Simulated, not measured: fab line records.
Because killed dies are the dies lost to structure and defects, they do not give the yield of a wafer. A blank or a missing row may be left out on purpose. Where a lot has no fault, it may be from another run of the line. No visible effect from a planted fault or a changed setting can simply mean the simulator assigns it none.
Matching of chambers :: flow nand_harc :: NHARC_A_CHANNEL_FILL_D1_STRIP_28 on rie_diel-13: 4 sister chambers
The step strips in O2, time 20 s. 8 wafers are shown with their chamber, then 12 later ones without.

## EACH WAFER AND ITS CHAMBER
wafer: L088.5
chamber: 3
drypump_motor_current_A (A): 6.6
oes_product_au (a.u.): 0.988

wafer: L093.2
chamber: 3
drypump_motor_current_A (A): 6.6
oes_product_au (a.u.): 0.994

wafer: L093.3
chamber: 0
drypump_motor_current_A (A): 6.1
oes_product_au (a.u.): 0.991

wafer: L093.5
chamber: 2
drypump_motor_current_A (A): 5.9
oes_product_au (a.u.): 0.997

wafer: L093.6
chamber: 1
drypump_motor_current_A (A): 6.0
oes_product_au (a.u.): 0.992

wafer: L094.1
chamber: 1
drypump_motor_current_A (A): 6.0
oes_product_au (a.u.): 1.005

wafer: L094.2
chamber: 0
drypump_motor_current_A (A): 6.2
oes_product_au (a.u.): 0.982

wafer: L094.3
chamber: 2
drypump_motor_current_A (A): 5.9
oes_product_au (a.u.): 0.999

## WAFERS MISSING THEIR CHAMBER
wafer: L094.4
drypump_motor_current_A (A): 6.6
oes_product_au (a.u.): 0.987

wafer: L094.5
drypump_motor_current_A (A): 6.1
oes_product_au (a.u.): 0.993

wafer: L094.6
drypump_motor_current_A (A): 6.0
oes_product_au (a.u.): 0.997

wafer: L095.1
drypump_motor_current_A (A): 6.0
oes_product_au (a.u.): 0.972

wafer: L095.2
drypump_motor_current_A (A): 6.6
oes_product_au (a.u.): 0.985

wafer: L095.3
drypump_motor_current_A (A): 5.9
oes_product_au (a.u.): 0.997

wafer: L095.4
drypump_motor_current_A (A): 6.1
oes_product_au (a.u.): 0.984

wafer: L095.5
drypump_motor_current_A (A): 6.1
oes_product_au (a.u.): 0.981

wafer: L095.6
drypump_motor_current_A (A): 6.7
oes_product_au (a.u.): 0.972

wafer: L097.1
drypump_motor_current_A (A): 6.0
oes_product_au (a.u.): 0.994

wafer: L097.2
drypump_motor_current_A (A): 6.1
oes_product_au (a.u.): 0.991

wafer: L097.3
drypump_motor_current_A (A): 6.6
oes_product_au (a.u.): 0.985

## WHICH CHAMBER EACH WENT THROUGH
wafer: L094.4
from the rows above: 3
in truth: 3

wafer: L094.5
from the rows above: can't be placed: 0 or 1
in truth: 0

wafer: L094.6
from the rows above: 1
in truth: 1

wafer: L095.1
from the rows above: can't be placed: 1 or 0 or 2
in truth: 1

wafer: L095.2
from the rows above: 3
in truth: 3

wafer: L095.3
from the rows above: 2
in truth: 2

wafer: L095.4
from the rows above: 0
in truth: 0

wafer: L095.5
from the rows above: 0
in truth: 0

wafer: L095.6
from the rows above: 3
in truth: 3

wafer: L097.1
from the rows above: 1
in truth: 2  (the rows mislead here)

wafer: L097.2
from the rows above: can't be placed: 0 or 1
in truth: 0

wafer: L097.3
from the rows above: 3
in truth: 3
8 of 12 placed correctly. Not placeable from these rows: 3 (in 3, the candidates include the true chamber). Wrongly placed: 1.
How it was worked out, from the rows above alone: a wafer's distance from a chamber is the root of the sum, over the readings, of the square of ((its reading less the chamber's mean) divided by the reading's scatter). The wafer belongs to the nearest chamber; if the next one is less than 2 further off, it can't be placed. A chamber's mean is the mean of its shown wafers. How the scatter is found: for the shown wafers, subtract from each reading the mean of its chamber, square and add these, divide the total by (wafers less chambers), then take the root.
